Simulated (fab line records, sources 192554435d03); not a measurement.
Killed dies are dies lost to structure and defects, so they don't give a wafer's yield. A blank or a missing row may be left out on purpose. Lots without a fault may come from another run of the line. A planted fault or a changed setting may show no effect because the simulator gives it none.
Problem report in the 8D (eight disciplines) form, filled by code | flow n5_finfet | the parts of the form that need people (team, actions taken, sign-off) are left out

1. THE PROBLEM
cd_nm at N5_FIN_SAQP_CD_MEAS_27 reads a mean of 32.20 nm on 2 wafers of 2 lots; wafers without a fault read 20.28 nm with a standard deviation of 0.22. That is +54 standard deviations from the usual mean.
The step: target cd 20 nm.
First seen on wafer L659.5, day 3 00:47, on cd_sem-02. The record holds 27 wafers of 9 lots with a number at this step. Rule for "out", or "out of limits": more than 4 standard deviations from the usual mean. The other wafers with a number count as sound.

2. WHAT IT IS AND WHAT IT IS NOT
question                    | is               | is not
which readings at this step | cd_nm            | -
which lots                  | L659, L661       | L655, L671, L672, L675, L676, L677, L678
which wafers of those lots  | L659.5, L661.5   | L659.4, L659.6, L661.1, L661.4
read on which gauges        | cd_sem-02        | cd_sem-01, cd_sem-03
when                        | from day 3 00:47 | up to then (5 sound wafers); but 20 sound wafers of L661, L671, L672, L675, L676, L677, L678 came after

3. SUSPECTS, AND WHAT RULES EACH OUT
Counting: a tool at a process step up to the reading stays a suspect if it ran every lot that is out. Sound lots after the first of them don't rule it out here, since some wafers of a struck lot are sound.
- the gauge at N5_FIN_SAQP_CD_MEAS_27: ruled out. All the wafers that are out were read on cd_sem-02, but those of them that N5_PASSIVATION_PROBE_49 has rows for are out there too, on other tools.
- ald_sin-02 at N5_FIN_SAQP_SPACER1_ALD_24 (deposits SiO2, target thk 20.3 nm, pulse time 1 s, purge time 2 s): kept. It ran every lot that is out, first L659 (day 2 23:52); its last sound lot up to then is L655 (day 1 23:05).
Left after counting: ald_sin-02 at N5_FIN_SAQP_SPACER1_ALD_24.

4. THE CAUSE (what the simulator had put in)
Process parameter drift: ald_sin-02, from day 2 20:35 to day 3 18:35, at N5_FIN_SAQP_SPACER1_ALD_24. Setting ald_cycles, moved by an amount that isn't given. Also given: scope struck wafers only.
Counting left only this tool.

5. THE CHAIN OF EFFECTS, in route order
Each row: a reading whose mean over the struck wafers that have a number lies more than 3 standard deviations from the usual. Only readings for which the record gives a usual standard deviation are gone through. hours: the time from each lot's start at the first step in this table that gives one to its start at this step, as a median over the lots. sigmas: the change in usual standard deviations.
hours | step                    | reading              | usual    | on struck wafers | change | sigmas
0     | N5_FIN_SAQP_CD_MEAS_27  | cd_nm                | 20.28 nm | 32.20            | +11.92 | +54
256   | N5_PASSIVATION_PROBE_49 | defect_limited_yield | 91.2 %   | 0.0              | -91.2  | -57
256   | N5_PASSIVATION_PROBE_49 | killed_at_front_end  | 38       | 1132             | +1094  | +91
256   | N5_PASSIVATION_PROBE_49 | killed_dies          | 104      | 1180             | +1076  | +57
256   | N5_PASSIVATION_PROBE_49 | killed_on_rim        | 14       | 152              | +138   | +34
256   | N5_PASSIVATION_PROBE_49 | sort_bin_5_function  | 5.2 %    | 97.2             | +92.0  | +93
256   | N5_PASSIVATION_PROBE_49 | sort_n_pass          | 1076     | 0                | -1076  | -57
256   | N5_PASSIVATION_PROBE_49 | sort_yield_pct       | 91.2 %   | 0.0              | -91.2  | -57
The process steps in it:
- N5_PASSIVATION_PROBE_49

6. WHAT WOULD HAVE CAUGHT IT SOONER
In this record the first reading out of limits at a measuring or inspecting step was taken at day 3 00:47, 4 hours after the fault began at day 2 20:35.
Of the tool readings at N5_FIN_SAQP_SPACER1_ALD_24 for which the record gives a usual standard deviation, none was out on any struck wafer, so an alarm limit of 4 standard deviations on them would not have fired.
Of the lots that are out (2), L661 began N5_FIN_SAQP_SPACER1_ALD_24 on ald_sin-02 after day 3 00:47. A hold on the tool at that time would have spared it.
